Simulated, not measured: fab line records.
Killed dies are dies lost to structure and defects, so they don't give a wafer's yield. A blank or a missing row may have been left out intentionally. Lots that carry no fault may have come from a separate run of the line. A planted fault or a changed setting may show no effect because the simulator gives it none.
A struck lot beside a sound one || flow nand_harc || 13 out of 1159 route steps
Sound: these wafers, L619.1, L619.4, L619.6. Wafers struck: L625.3, L625.5. The cause comes at the end.
Each step with rows lists, per side, the tool, then ch with its chambers, then its first start. Under that, the readings that differ: sound wafers || struck wafers || difference of the means || sigmas: that difference in standard deviations of wafers without a fault.
alike: same words and numbers on both sides, and readings whose means sit less than 2 such deviations apart. not compared: any withheld reading, any reading some wafer has no value for, any bound like >300 that may hide the same value, and any number with overlapping values for which the record gives no deviation.
Wherever a step has rows on one side only, a row that says differs or no value, or a row with sigmas, the two part there. Non-overlapping numbers with no deviation appear without sigmas and do not part them. Lack of a reading on every wafer of one side parts them only where that side has two or more wafers.

NHARC_P_BONDPAD_INSPECT_23:
  struck on defect_inspect-02, day 8 05:13; sound on defect_inspect-01, day 7 01:20
  alike: raw_defect_count
NHARC_P_BONDPAD_ACTIVATE_29: chemistry N2, time 60 s.
  sound on rie_diel-08 ch 0,1,2, day 7 01:25; struck on rie_diel-06 ch 2,3, day 8 05:19
  alike: drypump_motor_current_A, oes_product_au, rf_vpp_V, showerhead_plenum_p_Torr
  not compared: rf_hours_counter_h
then, 2 steps without rows for these wafers: NHARC_P_BONDPAD_PRECLEAN_30 (cleans in DIW, time 300 s); NHARC_P_BONDPAD_SRD_31 (time 30 s, dry time 20 s).
NHARC_A_START_INSPECT_01:
  struck on defect_inspect-01, day 8 05:42; sound on defect_inspect-02, day 7 01:48
  alike: raw_defect_count
then, 6 steps without rows for these wafers: NHARC_A_ZERO_WELL_PRECLEAN_00 (cleans in SPM, time 600 s); NHARC_A_ZERO_WELL_SRD_01; NHARC_A_ZERO_WELL_DEHYDRATE_02 (time 120 s); NHARC_A_ZERO_WELL_HMDS_03 (time 30 s); NHARC_A_ZERO_WELL_COAT_18 (time 65 s); NHARC_A_ZERO_WELL_COAT_04 (resist thk 600 nm).
NHARC_A_ZERO_WELL_SOFTBAKE_05: time 70 s.
  sound on litho_track-03 ch 0, day 7 02:00; struck on litho_track-03 ch 0, day 8 06:00
{"reading": "heater_power_total_W (W)", "sound": "199.1 202.2 201.8", "struck": "195.4 192.2", "difference": -7.2, "sigmas": -6}
next, for these wafers, 1 step has no rows: NHARC_A_ZERO_WELL_EBR_06.

## WHERE THEY PART
At NHARC_A_ZERO_WELL_SOFTBAKE_05 and nowhere else, as far as this record goes.

WHY: what the simulator had put in
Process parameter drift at NHARC_A_ZERO_WELL_SOFTBAKE_05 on litho_track-03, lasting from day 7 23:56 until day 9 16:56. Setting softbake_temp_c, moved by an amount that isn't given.
